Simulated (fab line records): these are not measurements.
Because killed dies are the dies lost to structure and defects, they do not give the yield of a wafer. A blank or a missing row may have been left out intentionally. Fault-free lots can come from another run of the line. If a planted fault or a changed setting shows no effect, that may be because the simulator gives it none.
Problem report, 8D (eight disciplines) form, completed by code	flow n5-finfet	the parts of the form that need people (team, actions taken, sign-off) are left out

## 1. PROBLEM STATEMENT
thk-nm at N5_SD_EPI_N_EPI_MEAS_23 reads a mean of 64.9 nm on 3 wafers of 2 lots; wafers without a fault read 59.0 nm with a standard deviation of 1.1. Measured from the usual mean, that is +5.4 standard deviations.
First observed at day 6 03:21: wafer L680.4, on film-metro-02. At this step, 26 wafers from 9 lots have a number in the record. Rule for "out" (also "out of limits"): further than 4 standard deviations from the usual mean. The rest of the wafers with a number are treated as sound.

## 2. WHAT IT IS, WHAT IT ISN'T
question	is	is not
which readings at this step	thk-nm	-
which lots	L680, L684	L669, L671, L676, L677, L688, L690, L692
which wafers of those lots	L680.4, L680.5, L684.4	L684.1, L684.3
read on which gauges	film-metro-02	film-metro-01
when	from day 6 03:21	up to then (12 sound wafers); but 11 sound wafers of L684, L688, L690, L692 came after

## 3. WHAT RULES OUT EACH SUSPECT
Counting: any tool at a process step up to the reading remains a suspect provided it ran every lot that is out. Sound lots after the first of them don't rule it out here, since some wafers of a struck lot are sound.
- the gauge at N5_SD_EPI_N_EPI_MEAS_23 is ruled out. All the wafers that are out were read on film-metro-02, but those of them that N5_BEOL_M4_RC_MEAS_101 has rows for are out there too, on other tools.
- rie-diel-03 at N5_DUMMY_GATE_STRIP_48 (strips in N2/H2, time 20 s): kept. It processed each lot that is out (first: L680, day 5 20:54); up to then, its last sound lot is L676 (day 4 17:16).
- epi-rpcvd-04 at N5_SD_EPI_N_EPI_21 (deposits Si:P, time 690 s): kept. It processed each lot that is out (first: L680, day 6 02:11); up to then, its last sound lot is L677 (day 5 06:28).
After counting, rie-diel-03 at N5_DUMMY_GATE_STRIP_48 and epi-rpcvd-04 at N5_SD_EPI_N_EPI_21 remain.

## 4. THE CAUSE (what the simulator had put in)
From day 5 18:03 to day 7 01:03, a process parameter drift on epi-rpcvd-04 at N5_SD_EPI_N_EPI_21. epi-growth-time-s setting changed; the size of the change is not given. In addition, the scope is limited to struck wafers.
Counting left 2 suspects, and this tool is among them.

## 5. THE CHAIN OF EFFECTS, in route order
Each row: a reading whose mean over the struck wafers that have a number lies more than 3 standard deviations from the usual. Readings are gone through only where the record gives a usual standard deviation; hours: the median, over the lots, of the time from a lot's start at the first step in this table giving one to that lot's start at this step; sigmas: the change measured in usual standard deviations.
hours	step	reading	usual	on struck wafers	change	sigmas
0	N5_SD_EPI_N_EPI_MEAS_23	thk-nm	59.0 nm	64.9	+5.9	+5.4
9	N5_SD_ACTIVATION_RS_MEAS_03	RS_SD_N	21.9 ohm/sq	20.0	-1.9	-6.4
129	N5_BEOL_M4_RC_MEAS_101	RS_SD_N	28.5 ohm/sq	26.0	-2.5	-6.7
Later measuring or inspecting steps at which every struck wafer that the step has a row for has a number for every such reading, and none has moved that far: N5_SD_EPI_P_CD_MEAS_09.

## 6. WHAT WOULD HAVE CAUGHT IT SOONER
Counted from the fault's start at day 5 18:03, it took 9 hours until the first out-of-limits reading at a measuring or inspecting step in this record, taken at day 6 03:21.
Of the lots that are out (2), L684 began N5_SD_EPI_N_EPI_21 on epi-rpcvd-04 after day 6 03:21. Putting the tool on hold at that point would have spared it.
